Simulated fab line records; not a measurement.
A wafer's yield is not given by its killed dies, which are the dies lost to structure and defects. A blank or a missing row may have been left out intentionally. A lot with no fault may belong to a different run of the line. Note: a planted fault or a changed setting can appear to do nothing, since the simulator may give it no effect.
Which of the tools did it?    flow n5-finfet    9 lots, 27 wafers sampled, at 5 steps of a route of 1938

## WHAT EACH GAUGE READ, for each wafer
N5_DUMMY_GATE_CD_MEAS_24: the cd target is 15 nm. Usual: cd-nm at 15.0 nm, with a standard deviation of 0.61.
lot   measured     on         cd-nm (nm)      flag
L851  day 3 08:46  cd-sem-02  14.9 13.3 14.8  
L852  day 3 10:29  cd-sem-01  15.4 15.0 15.2  
L853  day 3 17:05  cd-sem-02  14.1 14.1 14.8  
L860  day 5 14:53  cd-sem-03  15.7 15.4 14.9  
L864  day 6 11:25  cd-sem-03  14.6 14.7 15.1  
L865  day 6 20:56  cd-sem-01  15.3 15.5 15.3  
L866  day 6 22:49  cd-sem-01  15.2 14.3 14.7  
L869  day 7 20:47  cd-sem-01  14.9 15.0 15.5  
L872  day 8 11:50  cd-sem-01  14.0 14.7 14.1  

N5_SPACER0_INSPECT_04: inspects for defects (darkfield). Usual: raw-defect-count at 131, with a standard deviation of 28.
lot   measured     on                 raw-defect-count  flag
L851  day 3 10:13  defect-inspect-01  175 171 159       
L852  day 3 11:23  defect-inspect-01  135 186 132       
L853  day 3 17:58  defect-inspect-01  116 136 97        
L860  day 5 15:59  defect-inspect-02  113 103 137       
L864  day 6 12:17  defect-inspect-02  133 135 125       
L865  day 6 21:49  defect-inspect-02  134 95 101        
L866  day 6 23:43  defect-inspect-01  101 96 122        
L869  day 7 21:44  defect-inspect-02  92 131 145        
L872  day 8 13:24  defect-inspect-01  176 197 118       

N5_BEOL_M4_RC_MEAS_101. Usual: DIBL_N 36.4 mV/V, standard deviation 2.7; DIBL_P 36 mV/V, standard deviation 3.2; IOFF_N 0.16 nA/um, standard deviation 0.046; IOFF_P 0.21 nA/um, standard deviation 0.055; ION_N 677 uA/um, standard deviation 15; ION_P 464 uA/um, standard deviation 11; REXT_P 99.9 ohm.um, standard deviation 2.2; SS_N 71.5 mV/dec, standard deviation 0.79; SS_P 73.3 mV/dec, standard deviation 0.93; VT_N 250 mV, standard deviation 4.1; VT_P -251 mV, standard deviation 4.4.
lot   measured      on         DIBL_N (mV/V)   DIBL_P (mV/V)  IOFF_N (nA/um)  IOFF_P (nA/um)  ION_N (uA/um)  ION_P (uA/um)  REXT_P (ohm.um)    SS_N (mV/dec)   SS_P (mV/dec)   VT_N (mV)    VT_P (mV)       flag
L851  day 7 22:32   prober-02  37.0 43.5 39.5  35 44 38       0.16 0.32 0.22  0.21 0.42 0.29  680 733 692    467 500 479    100.3 97.3 98.1    71.0 72.7 71.5  73.8 76.2 73.5  249 242 244  -249 -240 -245  
L852  day 9 09:14   prober-02  36.1 37.3 37.3  36 37 38       0.15 0.18 0.18  0.20 0.23 0.24  674 681 689    469 471 474    99.1 98.1 98.6     70.7 71.8 71.7  72.6 74.1 73.8  250 247 246  -248 -250 -248  
L853  day 8 21:05   prober-01  38.3 37.2 35.4  40 38 36       0.22 0.19 0.16  0.36 0.28 0.26  695 691 682    487 478 481    101.6 104.1 102.6  72.9 72.2 72.0  73.0 73.6 73.0  242 245 248  -239 -242 -243  
L860  day 10 22:13  prober-02  34.5 37.7 34.6  35 38 34       0.13 0.19 0.12  0.18 0.23 0.16  661 709 655    456 480 446    104.9 101.2 106.4  70.7 71.3 71.1  73.9 73.8 72.8  250 243 255  -252 -249 -256  
L864  day 11 17:33  prober-02  33.3 38.7 36.7  34 39 35       0.12 0.24 0.18  0.18 0.25 0.19  656 684 653    454 456 445    99.4 100.7 100.0   71.3 72.1 72.6  73.1 75.0 73.5  254 244 252  -254 -251 -254  
L865  day 12 11:10  prober-01  34.2 35.1 39.3  34 34 39       0.13 0.13 0.24  0.17 0.17 0.25  651 663 680    447 452 458    102.9 102.2 102.1  71.6 70.4 72.6  73.1 72.6 73.8  251 252 247  -252 -252 -247  
L866  day 12 02:02  prober-01  36.6 40.7 37.0  38 43 40       0.16 0.25 0.16  0.19 0.26 0.21  692 694 668    463 461 454    99.9 99.3 100.7    71.7 72.5 70.8  73.7 74.8 73.7  248 247 254  -253 -250 -254  
L869  day 13 05:12  prober-02  36.9 37.6 37.0  38 37 36       0.17 0.17 0.17  0.24 0.24 0.22  689 675 676    475 466 454    97.3 97.0 99.3     71.3 72.1 71.6  74.3 74.6 74.0  247 249 248  -247 -248 -247  
L872  day 14 07:22  prober-02  40.0 36.7 41.0  38 34 40       0.21 0.14 0.23  0.22 0.16 0.25  677 659 689    457 448 467    99.0 98.5 96.2     72.4 71.2 72.3  73.5 72.5 74.2  249 253 247  -253 -257 -252  

## WHAT TOOL EACH LOT RAN ON (gives the tool, then ch and the chambers of the sampled wafers, and finally the start)
lot   N5_DUMMY_GATE_ETCH_42              N5_SPACER0_ALD_00
L851  rie-diel-02 ch 0,1, day 3 08:49    ald-sin-03 ch 0,2,3, day 3 09:48
L852  rie-diel-03 ch 0,2,3, day 3 10:32  ald-sin-02 ch 0,1,3, day 3 11:05
L853  rie-diel-02 ch 0,1,3, day 3 17:08  ald-sin-03 ch 0,1,3, day 3 17:33
L860  rie-diel-03 ch 0,1, day 5 15:09    ald-sin-04 ch 0,3, day 5 15:34
L864  rie-diel-03 ch 1,2, day 6 11:27    ald-sin-03 ch 0,1,3, day 6 11:53
L865  rie-diel-03 ch 2,3, day 6 20:59    ald-sin-03 ch 0,1,2, day 6 21:24
L866  rie-diel-05 ch 1,2, day 6 22:52    ald-sin-02 ch 0,3, day 6 23:17
L869  rie-diel-02 ch 1,2, day 7 20:51    ald-sin-02 ch 0,1, day 7 21:19
L872  rie-diel-03 ch 1,2,3, day 8 11:53  ald-sin-03 ch 0,1,2, day 8 12:59
- N5_DUMMY_GATE_ETCH_42: etches SiO2 in CHF3/O2, target depth 3.5 nm, time 31 s.
- N5_SPACER0_ALD_00: deposits SiOCN, target thk 3.5 nm, pulse time 3 s, purge time 2 s.

## WHAT THE TOOLS THEMSELVES READ (means of the sampled wafers that have a number; where no wafer has one, the mark that the record gives instead)
N5_DUMMY_GATE_ETCH_42. Usual: value, then standard deviation, for each; bias-w 12.00 W / 0.037; drypump-motor-current-A 5.8 A / 0.57; oes_f_703_au 0.74 a.u. / 0.058; oes-product-au 0.74 a.u. / 0.058; rf-vpp-V 42.8 V / 1; showerhead-plenum-p-Torr 2.45 Torr / 0.063; throttle-valve-pct 18.89 % / 0.26.
lot   tool         bias-w (W)  drypump-motor-current-A (A)  oes_f_703_au (a.u.)  oes-product-au (a.u.)  rf-vpp-V (V)  showerhead-plenum-p-Torr (Torr)  throttle-valve-pct (%)  flag
L851  rie-diel-02  12.01       5.6                          0.77                 0.78                   42.7          2.48                             18.62                   
L852  rie-diel-03  12.02       5.6                          0.72                 0.72                   43.3          2.48                             19.18                   
L853  rie-diel-02  12.01       5.9                          0.77                 0.77                   42.6          2.48                             18.62                   
L860  rie-diel-03  11.98       5.7                          0.72                 0.71                   43.3          2.39                             19.31                   
L864  rie-diel-03  12.02       5.8                          0.71                 0.71                   42.6          2.47                             19.24                   
L865  rie-diel-03  11.98       5.6                          0.70                 0.70                   42.8          2.51                             19.18                   
L866  rie-diel-05  11.98       6.2                          0.72                 0.74                   43.0          2.43                             18.79                   
L869  rie-diel-02  12.00       6.2                          0.77                 0.78                   42.3          2.40                             18.58                   
L872  rie-diel-03  12.01       5.4                          0.83                 0.83                   44.0          2.48                             19.02                   

N5_SPACER0_ALD_00. Usual: heater-power-w 860 W, standard deviation 80; precursor-pulse-height-rel 0.999, standard deviation 0.021.
lot   tool        heater-power-w (W)  precursor-pulse-height-rel  flag
L851  ald-sin-03  838                 1.003                       
L852  ald-sin-02  951                 0.992                       
L853  ald-sin-03  836                 1.007                       
L860  ald-sin-04  779                 0.996                       
L864  ald-sin-03  839                 0.984                       
L865  ald-sin-03  838                 1.003                       
L866  ald-sin-02  986                 0.976                       
L869  ald-sin-02  945                 0.995                       
L872  ald-sin-03  834                 0.991                       

## THE ANSWER, worked out from the rows above alone
Rule: a lot counts as off when the mean over its wafers that have a number is more than 3 standard deviations away from the usual mean. Also off: a lot with no number at a reading for which 4 or more lots have one. Any other lot the step has rows for is counted as sound. After the gauges, taken in route order, come the tools' own readings; for these a lot's mean is taken, as printed above. At the first step where some lot is off, the reading lying furthest off is the one used; lots without a number count as furthest.
Across all readings shown, no lot is off: no conclusion can be drawn from this.

## WHAT THE SIMULATOR HAD PUT IN
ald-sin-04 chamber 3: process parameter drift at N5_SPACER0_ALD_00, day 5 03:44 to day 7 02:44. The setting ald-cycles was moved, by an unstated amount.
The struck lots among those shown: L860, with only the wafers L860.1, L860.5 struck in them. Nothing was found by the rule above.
